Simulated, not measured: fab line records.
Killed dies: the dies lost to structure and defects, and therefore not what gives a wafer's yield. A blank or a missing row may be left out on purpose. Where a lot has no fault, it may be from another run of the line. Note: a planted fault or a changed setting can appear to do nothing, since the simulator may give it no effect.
Split-lot experiment ; flow n5 finfet ; on a route of 1938 steps: 7 lots, 39 wafers read

== ABOUT THE SPLIT ==
At N5_SD_EPI_P_EPI_21 (deposits SiGe:B, time 355 s), the setting epi growth time s was moved away from the recipe's 355 s on 18 of the 39 wafers read, by -47.0% to +39.8%. For the rest of the wafers, this setting stayed at what the recipe calls for.

== FROM THE SPLIT TO THE READING: what the file shows between them, 5 steps ==
- N5_SD_EPI_P_EPI_MEAS_23
- N5_SD_EPI_P_HM_STRIP_48: strips SiNx in H3PO4, material SiNx, target depth 3 nm
- N5_SD_EPI_P_SRD_49: time 30 s
- N5_SD_ACTIVATION_RTA_00: time 0 s
- N5_SD_ACTIVATION_LSA_01: time 0.0008 s

== THE READING ==
RS_SD_P in ohm/sq, measured at N5_SD_ACTIVATION_RS_MEAS_03 by four-point-probe. On this fab line, fault-free wafers typically give 56.2 ohm/sq with a standard deviation of 0.91 ohm/sq.

wafer;tool, chamber at the split;epi growth time s as run, s;against the recipe;RS_SD_P, ohm/sq;against lot-mates on the recipe
L074.1;epi rpcvd-04, 0;221.4;-37.6%;85.2;+27.0
L074.2;epi rpcvd-04, 0;355;recipe;58.0;-
L074.3;epi rpcvd-04, 0;355;recipe;58.3;-
L074.4;epi rpcvd-04, 0;221.4;-37.6%;84.9;+26.7
L074.5;epi rpcvd-04, 0;355;recipe;58.4;-
L074.6;epi rpcvd-04, 0;221.4;-37.6%;85.8;+27.6
L077.1;epi rpcvd-04, 0;355;recipe;57.8;-
L077.2;epi rpcvd-04, 0;439.5;+23.8%;50.3;-6.7
L077.3;epi rpcvd-04, 0;355;recipe;56.6;-
L077.4;epi rpcvd-04, 0;439.5;+23.8%;49.4;-7.6
L077.5;epi rpcvd-04, 0;355;recipe;56.5;-
L077.6;epi rpcvd-04, 0;439.5;+23.8%;50.2;-6.8
L080.1;epi rpcvd-02, 0;188.1;-47.0%;98.3;+41.6
L080.2;epi rpcvd-02, 0;355;recipe;56.6;-
L080.3;epi rpcvd-02, 0;355;recipe;57.2;-
L080.4;epi rpcvd-02, 0;188.1;-47.0%;96.1;+39.4
L080.5;epi rpcvd-02, 0;355;recipe;56.4;-
L080.6;epi rpcvd-02, 0;188.1;-47.0%;98.1;+41.4
L088.1;epi rpcvd-04, 0;355;recipe;55.6;-
L088.2;epi rpcvd-04, 0;355;recipe;56.6;-
L088.3;epi rpcvd-04, 0;355;recipe;55.9;-
L088.4;epi rpcvd-04, 0;233.1;-34.3%;79.5;+23.5
L088.5;epi rpcvd-04, 0;233.1;-34.3%;78.7;+22.7
L088.6;epi rpcvd-04, 0;233.1;-34.3%;78.1;+22.1
L089.1;epi rpcvd-02, 0;355;recipe;55.7;-
L089.2;epi rpcvd-02, 0;355;recipe;56.7;-
L089.4;epi rpcvd-02, 0;355;recipe;55.6;-
L092.1;epi rpcvd-02, 0;355;recipe;56.5;-
L092.2;epi rpcvd-02, 0;289.3;-18.5%;64.2;+7.8
L092.3;epi rpcvd-02, 0;355;recipe;56.0;-
L092.4;epi rpcvd-02, 0;355;recipe;56.8;-
L092.5;epi rpcvd-02, 0;289.3;-18.5%;64.8;+8.4
L092.6;epi rpcvd-02, 0;289.3;-18.5%;64.5;+8.1
L095.1;epi rpcvd-04, 0;355;recipe;56.6;-
L095.2;epi rpcvd-04, 0;496.3;+39.8%;44.7;-12.3
L095.3;epi rpcvd-04, 0;355;recipe;56.9;-
L095.4;epi rpcvd-04, 0;496.3;+39.8%;44.8;-12.2
L095.5;epi rpcvd-04, 0;496.3;+39.8%;44.8;-12.2
L095.6;epi rpcvd-04, 0;355;recipe;57.4;-

THE FIT
A straight line over all 39 wafers: RS_SD_P changes by -0.592 ohm/sq for each +1% of epi growth time s; r = -0.94; the points scatter about the line by 5 ohm/sq.
The same after taking each lot's own level away (the mean of its wafers on the recipe; 39 wafers): -0.591 ohm/sq for each +1%; r = -0.94; scatter 4.8 ohm/sq.
According to that fit, moving epi growth time s by its largest amount changes the reading by 28 ohm/sq.
Measured against the standard deviation above, the lots' own levels, which go from 56.00 to 58.23 ohm/sq, span 2.5 times it.
The two slopes agree, so the slope changes little with the lot-to-lot level.
Check: with one of the wafers moved furthest among these (-47.0%) left out of the fit, the line predicts +29.2 ohm/sq for it against its lot-mates. Against them it came out at +41.6 ohm/sq.

== THESE WAFERS: OTHER SPLITS ==
Note: prior to the reading, these wafers also went through further splits. Each is held against what the fit with the lots' levels taken away leaves over:
other split on the same wafers;wafers away from the commonest value;r with RS_SD_P (lot level and that fit taken away)
N5_DUMMY_GATE_HM_DEP_06 time s;30;+0.17

== THE WHOLE CHAIN: every reading that the file lists as answering this split, in the file's order ==
step;what it does;reading;change (the file's fit);r (the file's)
N5_SD_EPI_P_EPI_21;deposits SiGe:B, time 355 s;SiGe-B_of_SD_EPI_P_EPI_21.thk nm (the simulator's own value, which no gauge read);+0.483 nm for each +1% of the setting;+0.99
N5_SD_EPI_P_EPI_MEAS_23;;thk nm;withheld for each +1% of the setting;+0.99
N5_SD_ACTIVATION_RS_MEAS_03;measures by four-point-probe;RS_SD_P;-0.619 for each +1% of the setting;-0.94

== FILE'S OWN FIT ==
RS_SD_P changes by -0.619 ohm/sq for each +1% of epi growth time s, r = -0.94.
